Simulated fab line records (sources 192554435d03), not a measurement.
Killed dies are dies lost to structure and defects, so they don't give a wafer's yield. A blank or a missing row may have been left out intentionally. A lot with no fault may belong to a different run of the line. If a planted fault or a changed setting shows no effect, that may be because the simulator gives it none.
fab line records ; flow n5_finfet
[record] lots = 10; wafers = 28; last_day = 19
route steps=1938 shown HKMG_FIN@388 BEOL_M4@1095 PASSIVATION@1936
lots with no fault: from the same line, run without faults
start_h: start of the lot's first displayed wafer, in hours after the record's first day ; wait_h: hours from the lot's prior step to this one ; " repeats the value in the row above ; L1.1+2: a row that stands for several wafers ; - no value present, or no start provided ; * or withheld: withheld ; < > ~ a bound
route shown NAME@n: a module of which the file shows steps, and the number in the route of the first ; usual: mean/standard deviation taken from wafers without a fault ; same: alike in all rows ; chamber/n: place in a boat ; sites: per-site readings ; _std_site: standard deviation of those values ; _edge_site: mean of outer sites minus mean of inner sites ; radius_mm: how far each site lies from the wafer's centre ; mask NAME#n: copy n ; behind: tool/chamber where the wafer was last shaped ; hold: what put the lot on hold/how long, in hours/how the hold closed ; device: whichever transistor did not switch (one of n, p or np) ; end of line: the same wafers' tests at the end of the route ; where a step has no rows: the recipe by itself ; killed: not the wafer's yield, but the dies lost to structure and defects at the first sort ; map: per-die view of a wafer (x killed, . not killed, _ where there is no die)
set.NAME: setting as actually run; set.NAME@STEP: the setting as run at that earlier step ; model.NAME: the simulator's own value behind a step, which no gauge read
route steps across a sampled set of lots; one table per step, one row per wafer
services: a tool's chamber out of use, with start hour (start_h, from the record's first day; less than 0 if before it), hours out, and reason
[[steps]]
[step N5_HKMG_FIN_ALD_74]
[recipe] material = La2O3; target_thk_a = 5; temp_c = 250; ald_precursor_family = La-Cp; ald_co_reactant = O3; pulse_time_s = 6; co_reactant_pulse_time_s = 1; purge_time_s = 3; co_reactant_purge_time_s = 3
[usual] heater_power_outer_w = 195/16; heater_power_w = 358/24; precursor_pulse_height_rel = 0.998/0.019
lot.wafer;tool;chamber;start_h;wait_h;heater_power_outer_w;heater_power_w;precursor_pulse_height_rel
L304.2;ald_hk-03;3;71.33;0.2;168;320;0.999
L304.3;ald_hk-03;1;71.33;0.2;220;394;1.032
L304.4;ald_hk-03;2;71.33;0.2;213;386;0.992
L305.1;ald_hk-03;1;79.86;0.3;220;390;0.993
L305.4;ald_hk-03;3;79.86;0.3;164;320;0.992
L305.5;ald_hk-03;1;79.86;0.3;222;390;1.006
L306.3;ald_hk-01;1;88.06;0.1;214;388;0.978
L306.4;ald_hk-01;2;88.06;0.1;185;326;1.001
L306.5;ald_hk-01;2;88.06;0.1;181;345;1.023
L307.3;ald_hk-02;3;94.80;0.1;205;361;0.975
L307.4;ald_hk-02;0;94.80;0.1;183;336;1.012
L307.5;ald_hk-02;1;94.80;0.1;178;342;1.009
L308.1;ald_hk-03;2;95.86;0.2;206;389;0.983
L308.3;ald_hk-03;0;95.86;0.2;211;373;0.999
L308.5;ald_hk-03;3;95.86;0.2;166;314;0.981
L309.3;ald_hk-02;3;102.67;0.1;202;349;0.964
L309.4;ald_hk-02;1;102.67;0.1;181;345;0.958
L309.6;ald_hk-02;2;102.67;0.1;190;356;0.979
L315.1;ald_hk-02;2;141.19;0.2;191;360;0.975
L315.3;ald_hk-02;3;141.19;0.2;198;357;1.019
L318.3;ald_hk-02;2;156.31;0.1;189;356;1.002
L318.5;ald_hk-02;3;156.31;0.1;206;351;1.011
L323.3;ald_hk-01;3;185.11;0.1;206;389;0.988
L323.5;ald_hk-01;1;185.11;0.1;220;381;1.013
L323.6;ald_hk-01;0;185.11;0.1;185;334;1.029
L326.1;ald_hk-01;0;202.54;0.2;190;332;0.998
L326.2;ald_hk-01;3;202.54;0.2;211;399;1.003
L326.4;ald_hk-01;2;202.54;0.2;182;337;1.015
[step N5_BEOL_M4_ANNEAL_91]
[recipe] temp_c = 400; time_s = 240; ambient = vacuum
[usual] heater_power_w = 845/110
lot.wafer;tool;chamber;start_h;wait_h;heater_power_w
L306.3;pvd_sputter-02;-;207.26;0.0;1082
L306.4;pvd_sputter-02;-;207.26;0.0;816
L306.5;pvd_sputter-02;-;207.26;0.0;1106
L308.1;pvd_sputter-01;-;217.27;0.0;738
L308.3;pvd_sputter-01;-;217.27;0.0;793
L308.5;pvd_sputter-01;-;217.27;0.0;811
L304.2;pvd_sputter-03;-;219.51;0.0;849
L304.3;pvd_sputter-03;-;219.51;0.0;805
L304.4;pvd_sputter-03;-;219.51;0.0;1084
L307.3;pvd_sputter-02;-;224.33;0.0;1048
L307.4;pvd_sputter-02;-;224.33;0.0;861
L307.5;pvd_sputter-02;-;224.33;0.0;1083
L305.1;pvd_sputter-03;-;225.66;0.0;862
L305.4;pvd_sputter-03;-;225.66;0.0;789
L305.5;pvd_sputter-03;-;225.66;0.0;865
L309.3;pvd_sputter-01;-;230.24;0.0;712
L309.4;pvd_sputter-01;-;230.24;0.0;878
L309.6;pvd_sputter-01;-;230.24;0.0;737
L315.1;pvd_sputter-02;-;285.32;0.0;884
L315.3;pvd_sputter-02;-;285.32;0.0;801
L318.3;pvd_sputter-01;-;298.58;0.0;708
L318.5;pvd_sputter-01;-;298.58;0.0;813
L323.3;pvd_sputter-01;-;315.37;0.0;727
L323.5;pvd_sputter-01;-;315.37;0.0;731
L323.6;pvd_sputter-01;-;315.37;0.0;894
L326.1;pvd_sputter-02;-;352.63;0.0;891
L326.2;pvd_sputter-02;-;352.63;0.0;795
L326.4;pvd_sputter-02;-;352.63;0.0;1075
[step N5_BEOL_M4_THK_MEAS_53]
[recipe] thk_meas_gauge = xrf; reads = Cu_of_BEOL_M4_ECD_50
[usual] M4_THK = 40.4/1.5
lot.wafer;tool;chamber;start_h;wait_h;M4_THK[nm]
L306.3;film_metro-02;-;208.64;-;40.7
L306.4;film_metro-02;-;208.64;-;41.0
L306.5;film_metro-02;-;208.64;-;40.6
L308.1;film_metro-02;-;218.64;-;41.2
L308.3;film_metro-02;-;218.64;-;38.8
L308.5;film_metro-02;-;218.64;-;41.0
L304.2;film_metro-02;-;220.89;-;37.3
L304.3;film_metro-02;-;220.89;-;38.6
L304.4;film_metro-02;-;220.89;-;37.9
L307.3;film_metro-02;-;225.75;-;37.6
L307.4;film_metro-02;-;225.75;-;41.9
L307.5;film_metro-02;-;225.75;-;40.2
L305.1;film_metro-02;-;227.05;-;42.9
L305.4;film_metro-02;-;227.05;-;41.9
L305.5;film_metro-02;-;227.05;-;43.1
L309.3;film_metro-02;-;231.88;-;41.4
L309.4;film_metro-02;-;231.88;-;42.2
L309.6;film_metro-02;-;231.88;-;39.2
L315.1;film_metro-01;-;286.68;-;37.1
L315.3;film_metro-01;-;286.68;-;39.0
L318.3;film_metro-02;-;299.95;-;39.1
L318.5;film_metro-02;-;299.95;-;42.6
L323.3;film_metro-02;-;316.74;-;40.8
L323.5;film_metro-02;-;316.74;-;37.3
L323.6;film_metro-02;-;316.74;-;39.8
L326.1;film_metro-01;-;354.01;-;38.6
L326.2;film_metro-01;-;354.01;-;40.6
L326.4;film_metro-01;-;354.01;-;41.1
[step N5_BEOL_M4_INSPECT_59]
[recipe] inspect_instrument = darkfield; mode = post_dep
[usual] raw_defect_count = 65/20
lot.wafer;tool;chamber;start_h;wait_h;raw_defect_count
L306.3;defect_inspect-01;-;208.93;0.0;39
L306.4;defect_inspect-01;-;208.93;0.0;33
L306.5;defect_inspect-01;-;208.93;0.0;32
L308.1;defect_inspect-02;-;218.95;0.0;60
L308.3;defect_inspect-02;-;218.95;0.0;86
L308.5;defect_inspect-02;-;218.95;0.0;60
L304.2;defect_inspect-02;-;221.20;0.0;85
L304.3;defect_inspect-02;-;221.20;0.0;59
L304.4;defect_inspect-02;-;221.20;0.0;66
L307.3;defect_inspect-01;-;226.09;0.0;50
L307.4;defect_inspect-01;-;226.09;0.0;42
L307.5;defect_inspect-01;-;226.09;0.0;52
L305.1;defect_inspect-01;-;227.37;0.0;83
L305.4;defect_inspect-01;-;227.37;0.0;79
L305.5;defect_inspect-01;-;227.37;0.0;77
L309.3;defect_inspect-02;-;232.17;0.0;58
L309.4;defect_inspect-02;-;232.17;0.0;99
L309.6;defect_inspect-02;-;232.17;0.0;75
L315.1;defect_inspect-01;-;286.97;0.0;42
L315.3;defect_inspect-01;-;286.97;0.0;76
L318.3;defect_inspect-01;-;300.24;0.0;45
L318.5;defect_inspect-01;-;300.24;0.0;43
L323.3;defect_inspect-02;-;317.03;0.0;74
L323.5;defect_inspect-02;-;317.03;0.0;81
L323.6;defect_inspect-02;-;317.03;0.0;86
L326.1;defect_inspect-02;-;354.46;0.0;65
L326.2;defect_inspect-02;-;354.46;0.0;64
L326.4;defect_inspect-02;-;354.46;0.0;63
[step N5_BEOL_M4_RC_MEAS_101]
[usual] DIBL_N = 36.3/1.6; DIBL_P = 36.4/2.1; IOFF_N = 0.16/0.032; IOFF_P = 0.22/0.044; IOFF_P_LIN = 0.102/0.016; IOFF_P_LONG = 0.000107/1e-05; ION_N = 675/12; ION_P = 463/8.3; SS_N = 71.6/0.64; SS_P = 73.3/0.67; VT_N = 250/3.3; VT_N_LVT = 99/3.1; VT_P = -250/3.7; VT_P_LONG = -275/3.4
lot.wafer;tool;chamber;start_h;wait_h;DIBL_N[mV/V];DIBL_P[mV/V];IOFF_N[nA/um];IOFF_P[nA/um];IOFF_P_LIN[nA/um];IOFF_P_LONG[nA/um];ION_N[uA/um];ION_P[uA/um];SS_N[mV/dec];SS_P[mV/dec];VT_N[mV];VT_N_LVT[mV];VT_P[mV];VT_P_LONG[mV]
L306.3;prober-01;0;209.26;0.3;37.6;38.7;0.17;0.21;0.098;0.000101;675;462;72.0;73.9;248;97;-250;-275
L306.4;prober-01;0;209.26;0.3;35.8;35.3;0.13;0.16;0.080;0.000102;672;452;71.6;72.1;252;100;-256;-276
L306.5;prober-01;0;209.26;0.3;35.0;35.0;0.12;0.16;0.079;0.000105;666;455;70.9;72.7;252;101;-255;-277
L308.1;prober-01;0;218.98;0.0;36.7;36.5;0.17;0.22;0.103;0.000102;675;470;71.0;73.9;248;97;-249;-278
L308.3;prober-01;0;218.98;0.0;36.5;36.4;0.16;0.20;0.094;0.000101;664;455;71.4;72.9;251;100;-251;-277
L308.5;prober-01;0;218.98;0.0;37.5;37.5;0.18;0.22;0.102;0.000105;682;469;72.1;74.1;248;97;-248;-277
L304.2;prober-01;0;221.38;0.2;33.9;34.4;0.12;0.18;0.089;0.000107;664;454;70.7;72.0;254;103;-252;-276
L304.3;prober-01;0;221.38;0.2;35.8;36.6;0.16;0.21;0.098;9.9e-05;683;466;71.1;72.7;250;99;-253;-276
L304.4;prober-01;0;221.38;0.2;33.8;33.3;0.12;0.17;0.085;0.000102;663;460;71.6;72.3;252;104;-254;-275
L307.3;prober-02;0;226.43;0.3;38.8;38.2;0.18;0.23;0.106;9.9e-05;684;466;71.7;73.9;252;98;-247;-278
L307.4;prober-02;0;226.43;0.3;35.0;33.1;0.12;0.16;0.081;9.8e-05;666;455;70.6;73.1;256;104;-255;-277
L307.5;prober-02;0;226.43;0.3;36.4;35.1;0.15;0.20;0.094;9.8e-05;686;464;71.9;73.5;251;98;-251;-278
L305.1;prober-01;0;227.39;0.0;33.7;33.5;0.13;0.19;0.093;0.000117;671;471;71.2;72.6;252;100;-249;-273
L305.4;prober-01;0;227.39;0.0;33.8;33.5;0.12;0.19;0.093;0.000121;659;464;71.0;73.0;254;103;-249;-274
L305.5;prober-01;0;227.39;0.0;35.0;35.4;0.15;0.22;0.102;0.000117;664;463;71.5;72.8;250;100;-251;-274
L309.3;prober-02;0;232.50;0.3;36.3;35.5;0.15;0.19;0.093;0.000105;674;463;70.6;73.7;251;97;-251;-276
L309.4;prober-02;0;232.50;0.3;35.1;33.6;0.13;0.17;0.084;0.000106;667;462;70.5;73.0;250;99;-252;-273
L309.6;prober-02;0;232.50;0.3;37.4;36.4;0.18;0.21;0.101;0.000105;694;471;71.2;72.5;246;94;-254;-275
L315.1;prober-02;0;287.00;0.0;33.7;32.9;0.13;0.11;0.056;8.4e-05;674;445;71.2;71.8;250;85;-263;-288
L315.3;prober-02;0;287.00;0.0;38.6;38.7;0.22;0.29;0.131;0.000122;694;472;72.7;74.4;243;96;-245;-270
L318.3;prober-02;0;300.57;0.3;35.9;34.6;0.14;0.19;0.094;0.000104;661;454;72.3;73.2;251;103;-250;-275
L318.5;prober-02;0;300.57;0.3;38.0;38.2;0.19;0.14;0.065;7.1e-05;675;439;71.3;73.5;246;81;-264;-289
L323.3;prober-02;0;317.36;0.3;34.3;32.5;0.10;0.13;0.067;8.8e-05;642;435;70.7;72.8;257;103;-258;-281
L323.5;prober-02;0;317.36;0.3;34.8;33.8;0.12;0.14;0.073;9e-05;676;460;71.0;73.8;253;98;-256;-283
L323.6;prober-02;0;317.36;0.3;33.7;31.3;0.09;0.12;0.064;9e-05;651;442;70.2;71.9;258;103;-259;-280
L326.1;prober-02;0;354.48;0.0;35.4;36.1;0.13;0.16;0.082;9.6e-05;665;456;71.8;72.6;254;103;-253;-279
L326.2;prober-02;0;354.48;0.0;34.7;35.6;0.13;0.16;0.083;9.8e-05;662;456;71.1;73.2;252;100;-256;-280
L326.4;prober-02;0;354.48;0.0;40.7;41.8;0.24;0.26;0.112;9.1e-05;697;463;73.0;74.2;245;92;-247;-277
[step N5_PASSIVATION_PROBE_49]
[usual] defect_limited_yield = 91.4/1.2; killed_at_M0_to_M3 = 35/11; killed_at_M4_up = 14/6; killed_at_contacts = 12/6.7; killed_at_front_end = 37/9.7; killed_at_other = 3.5/2.5; killed_dies = 102/15; killed_open = 67/12; killed_short = 33/7.3; sort_bin_5_function = 5.1/0.81; sort_bin_6_memory = 3.2/0.65; sort_bin_8_speed = 0.00/0.021; sort_n_pass = 1078/15; sort_yield_pct = 91.4/1.2
[same] gross_dies = 1180; killed_at_back_side = 0; sort_bin_4_leakage[%] = 0
lot.wafer;tool;chamber;start_h;wait_h;defect_limited_yield[%];killed_at_M0_to_M3;killed_at_M4_up;killed_at_contacts;killed_at_front_end;killed_at_other;killed_dies;killed_open;killed_short;sort_bin_5_function[%];sort_bin_6_memory[%];sort_bin_8_speed[%];sort_n_pass;sort_yield_pct[%]
L306.3;prober-01;-;318.45;0.1;91.3;49;11;7;35;1;103;64;37;5.2;3.2;0;1077;91.3
L306.4;prober-01;-;318.50;0.2;91.3;29;16;17;41;0;103;67;35;5.2;3.3;0;1077;91.3
L306.5;prober-01;-;318.55;0.2;90.0;33;14;7;57;7;118;82;36;5.6;4.2;0;1062;90.0
L304.2;prober-02;-;343.94;0.1;91.7;25;36;11;25;1;98;68;26;4.2;3.8;0;1082;91.7
L304.3;prober-02;-;343.99;0.1;93.8;21;21;8;20;3;73;46;23;3.8;1.8;0;1107;93.8
L304.4;prober-02;-;344.04;0.2;91.2;53;13;16;19;3;104;66;36;5.2;3.3;0;1076;91.2
L305.1;prober-01;-;356.70;0.0;90.8;19;10;14;60;6;109;58;48;5.5;3.6;0;1071;90.8
L305.4;prober-01;-;356.85;0.2;92.4;30;11;19;25;5;90;58;32;4.3;3.1;0;1090;92.4
L305.5;prober-01;-;356.90;0.2;92.3;23;9;13;39;7;91;62;29;4.4;3.0;0;1089;92.3
L315.1;prober-01;-;396.86;0.0;91.4;39;20;10;30;3;102;63;38;5.3;3.1;0.51;1072;90.8
L315.3;prober-01;-;396.96;0.1;90.8;31;20;18;35;5;109;70;37;5.7;3.1;0;1071;90.8
L318.3;prober-02;-;408.47;0.1;91.0;36;13;15;40;2;106;66;40;5.3;3.1;0;1074;91.0
L318.5;prober-02;-;408.57;0.2;92.5;27;15;10;36;1;89;58;31;3.8;3.1;0.51;1085;91.9
// killed by level:class
L306.3 BEOL_M0_SAQP:geometric_particle:short=11 BEOL_M1:geometric_particle:open=11 BEOL_M3:geometric_particle:open=8 BEOL_M0_SAQP:geometric_particle:open=7 GATE_CUT:geometric_particle:short=6 MOL_CONTACT_COAG:geometric_particle:open=6 FIN_SAQP:geometric_particle:open=5 STI_FIN_REVEAL:geometric_particle:open=5
L306.4 MOL_CONTACT_COAG:geometric_particle:open=14 FIN_SAQP:geometric_particle:short=13 BEOL_M1:geometric_particle:open=10 BEOL_M3:geometric_particle:open=10 BEOL_M4:geometric_particle:open=9 FIN_SAQP:geometric_particle:open=4 STARTING-WAFER:geometric_particle:open=4 FIN_CUT:geometric_particle:short=4
L306.5 FIN_SAQP:geometric_particle:short=12 FIN_SAQP:geometric_particle:open=12 BEOL_M0_SAQP:geometric_particle:open=10 BEOL_M1:geometric_particle:open=10 STI_FIN_REVEAL:geometric_particle:open=7 MOL_CONTACT_COAG:geometric_particle:open=7 BEOL_M0_SAQP:geometric_particle:short=7 BEOL_M4:geometric_particle:open=6
L304.2 BEOL_M4:geometric_particle:open=18 MOL_CONTACT_COAG:geometric_particle:open=10 STI_FIN_REVEAL:geometric_particle:open=9 BEOL_M0_SAQP:geometric_particle:short=6 BEOL_M0_SAQP:geometric_particle:open=6 BEOL_M4:geometric_particle:short=6 BEOL_M2:geometric_particle:open=5 BEOL_M3:geometric_particle:open=5
L304.3 BEOL_M4:geometric_particle:open=10 BEOL_M0_SAQP:geometric_particle:short=6 BEOL_M0_SAQP:geometric_particle:open=6 STI_FIN_REVEAL:geometric_particle:open=5 MOL_CONTACT_COAG:geometric_particle:short=4 MOL_CONTACT_COAG:geometric_particle:open=4 STI_FIN_REVEAL:geometric_particle:short=3 BEOL_M2:geometric_particle:open=3
L304.4 BEOL_M0_SAQP:geometric_particle:short=16 MOL_CONTACT_COAG:geometric_particle:open=12 BEOL_M2:geometric_particle:open=12 BEOL_M0_SAQP:geometric_particle:open=11 BEOL_M4:geometric_particle:open=6 DUMMY_GATE:geometric_particle:open=5 BEOL_M1:geometric_particle:open=5 MOL_CONTACT_COAG:geometric_particle:short=4
L305.1 FIN_SAQP:geometric_particle:short=24 FIN_SAQP:geometric_particle:open=14 MOL_CONTACT_COAG:geometric_particle:open=12 GATE_CUT:geometric_particle:short=5 BEOL_M0_SAQP:geometric_particle:open=5 BEOL_M3:geometric_particle:open=4 STI_FIN_REVEAL:geometric_particle:open=3 BEOL_M2:geometric_particle:open=3
L305.4 MOL_CONTACT_COAG:geometric_particle:open=15 STI_FIN_REVEAL:geometric_particle:open=8 BEOL_M2:geometric_particle:open=6 FIN_SAQP:geometric_particle:open=5 BEOL_M0_SAQP:geometric_particle:open=5 FIN_SAQP:geometric_particle:short=4 MOL_CONTACT_COAG:geometric_particle:short=4 BEOL_M1:geometric_particle:short=4
L305.5 MOL_CONTACT_COAG:geometric_particle:open=11 FIN_SAQP:geometric_particle:open=9 FIN_SAQP:geometric_particle:short=8 BEOL_M2:geometric_particle:open=7 STI_FIN_REVEAL:geometric_particle:open=6 BEOL_M1:geometric_particle:open=6 BEOL_M1:geometric_particle:short=4 STARTING-WAFER:geometric_particle:open=4
L315.1 BEOL_M0_SAQP:geometric_particle:short=16 BEOL_M4:geometric_particle:open=13 BEOL_M0_SAQP:geometric_particle:open=10 MOL_CONTACT_COAG:geometric_particle:open=9 STI_FIN_REVEAL:geometric_particle:open=5 DUMMY_GATE:geometric_particle:open=5 BEOL_M3:geometric_particle:open=5 GATE_CUT:geometric_particle:short=4
L315.3 MOL_CONTACT_COAG:geometric_particle:open=17 BEOL_M0_SAQP:geometric_particle:short=13 BEOL_M4:geometric_particle:open=12 GATE_CUT:geometric_particle:short=6 BEOL_M0_SAQP:geometric_particle:open=6 STI_FIN_REVEAL:geometric_particle:open=5 DUMMY_GATE:geometric_particle:open=5 FIN_SAQP:geometric_particle:open=4
L318.3 MOL_CONTACT_COAG:geometric_particle:open=15 FIN_SAQP:geometric_particle:short=10 FIN_SAQP:geometric_particle:open=9 GATE_CUT:geometric_particle:short=9 BEOL_M3:geometric_particle:open=8 BEOL_M2:geometric_particle:open=8 BEOL_M0_SAQP:geometric_particle:short=6 BEOL_M4:geometric_particle:open=6
L318.5 FIN_SAQP:geometric_particle:open=9 BEOL_M0_SAQP:geometric_particle:short=8 BEOL_M4:geometric_particle:open=8 MOL_CONTACT_COAG:geometric_particle:open=7 BEOL_M1:geometric_particle:open=7 GATE_CUT:geometric_particle:short=5 BEOL_M3:geometric_particle:open=5 STARTING-WAFER:geometric_particle:short=5
[[services]]
tool;chamber;start_h;hours;kind
pvd_sputter-03;-;67.77;2.6;repair
pvd_sputter-03;-;95.43;5.3;repair
pvd_sputter-02;-;134.10;2.2;repair
pvd_sputter-01;-;135.91;8.5;repair
pvd_sputter-03;-;147.37;0.7;repair
ald_hk-02;-;187.11;31.2;repair
ald_hk-03;-;227.22;8.7;pm
ald_hk-02;-;340.73;0.9;repair
[[key]]
[first_sign] step = N5_BEOL_M4_RC_MEAS_101; reading = VT_N_LVT; direction = down; sigmas = 4.9; usual = 99; struck = 83
[effect] step = N5_BEOL_M4_RC_MEAS_101; reading = VT_P_LONG; direction = down; sigmas = 3.9; usual = -275; struck = -288
[effect] step = N5_BEOL_M4_RC_MEAS_101; reading = VT_P; direction = down; sigmas = 3.8; usual = -250; struck = -264
[effect] step = N5_BEOL_M4_RC_MEAS_101; reading = IOFF_P_LONG; direction = down; sigmas = 3; usual = 0.000107; struck = 7.8e-05
[effect] step = N5_BEOL_M4_RC_MEAS_101; reading = IOFF_P_LIN; direction = down; sigmas = 2.6; usual = 0.102; struck = 0.060
[effect] step = N5_BEOL_M4_RC_MEAS_101; reading = ION_P; direction = down; sigmas = 2.5; usual = 463; struck = 442
[effect] step = N5_PASSIVATION_PROBE_49; reading = sort_bin_8_speed; direction = up; sigmas = 6; usual = 0.00; struck = 0.51
met_at N5_HKMG_FIN_ALD_74
struck_lots L315,L318
struck_wafers L315.1,L318.5
not_acting_at N5_BEOL_M4_ANNEAL_91,N5_BEOL_M4_THK_MEAS_53,N5_BEOL_M4_INSPECT_59
onset_between 102.67 141.19
[fault] kind = process_parameter_drift; tool = ald_hk-02; chamber = -; onset_h = 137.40; steps = N5_HKMG_FIN_ALD_74; channel = target_thk_a; offset = *; shape = step; end_h = 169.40; scope = struck_wafers_only; acts_in = *; stated = *
